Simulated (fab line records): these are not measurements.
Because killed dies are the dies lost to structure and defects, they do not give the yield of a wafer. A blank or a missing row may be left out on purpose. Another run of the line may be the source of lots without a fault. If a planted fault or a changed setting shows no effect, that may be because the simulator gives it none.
Chamber matching + flow n5Finfet + uvCure-01 running N5_BEOL_M5_CURE_79: 3 sister chambers
The step cures SiCOH lowk, time 240 s. 6 wafers are shown with their chamber, then 11 later ones without.

WAFERS PAIRED WITH THEIR CHAMBERS
| wafer  | chamber | wafer_temp_C_max | lampPowerPct (%) |
|--------|---------|------------------|------------------|
| L077.2 | 2       | 385.8            | 52.36            |
| L077.4 | 2       | 385.7            | 52.37            |
| L078.4 | 0       | 387.9            | 52.28            |
| L078.6 | 0       | 387.1            | 52.32            |
| L087.6 | 1       | 385.9            | 52.32            |
| L088.1 | 1       | 387.3            | 52.30            |

WAFERS MISSING THEIR CHAMBER
| wafer  | wafer_temp_C_max | lampPowerPct (%) |
|--------|------------------|------------------|
| L088.3 | 386.3            | 52.24            |
| L088.4 | 386.4            | 52.20            |
| L089.1 | 387.8            | 52.39            |
| L089.4 | 388.0            | 52.38            |
| L089.5 | 387.0            | 52.25            |
| L089.2 | 387.6            | 52.34            |
| L089.3 | 388.4            | 52.35            |
| L089.6 | 387.6            | 52.47            |
| L092.1 | 386.3            | 52.24            |
| L092.2 | 386.0            | 52.33            |
| L092.3 | 385.8            | 52.31            |

WHICH CHAMBER EACH ONE RAN IN
| wafer  | from the rows above          | in truth                   |
|--------|------------------------------|----------------------------|
| L088.3 | can't be placed: 0 or 1      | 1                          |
| L088.4 | can't be placed: 0 or 1      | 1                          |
| L089.1 | can't be placed: 2 or 1 or 0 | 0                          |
| L089.4 | can't be placed: 2 or 1 or 0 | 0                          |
| L089.5 | can't be placed: 0 or 1      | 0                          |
| L089.2 | can't be placed: 0 or 1 or 2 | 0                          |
| L089.3 | can't be placed: 0 or 1 or 2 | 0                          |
| L089.6 | 2                            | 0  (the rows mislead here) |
| L092.1 | can't be placed: 0 or 1      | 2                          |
| L092.2 | can't be placed: 1 or 2 or 0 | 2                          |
| L092.3 | can't be placed: 1 or 0 or 2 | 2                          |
Correct placement for 0 of the 11. From these rows, 10 cannot be placed; in 9 the true chamber is one of the candidates. Number placed wrongly: 1.
How it was worked out, from the rows above alone: a wafer's distance from a chamber is the root of the sum, over the readings, of the square of ((its reading less the chamber's mean) divided by the reading's scatter). The wafer belongs to the nearest chamber; if the next one is less than 2 further off, it can't be placed. Each chamber's mean is taken over the wafers shown for it. The scatter: the root of (the sum of the squares of (reading less its chamber's mean) over the shown wafers, divided by (wafers less chambers)).
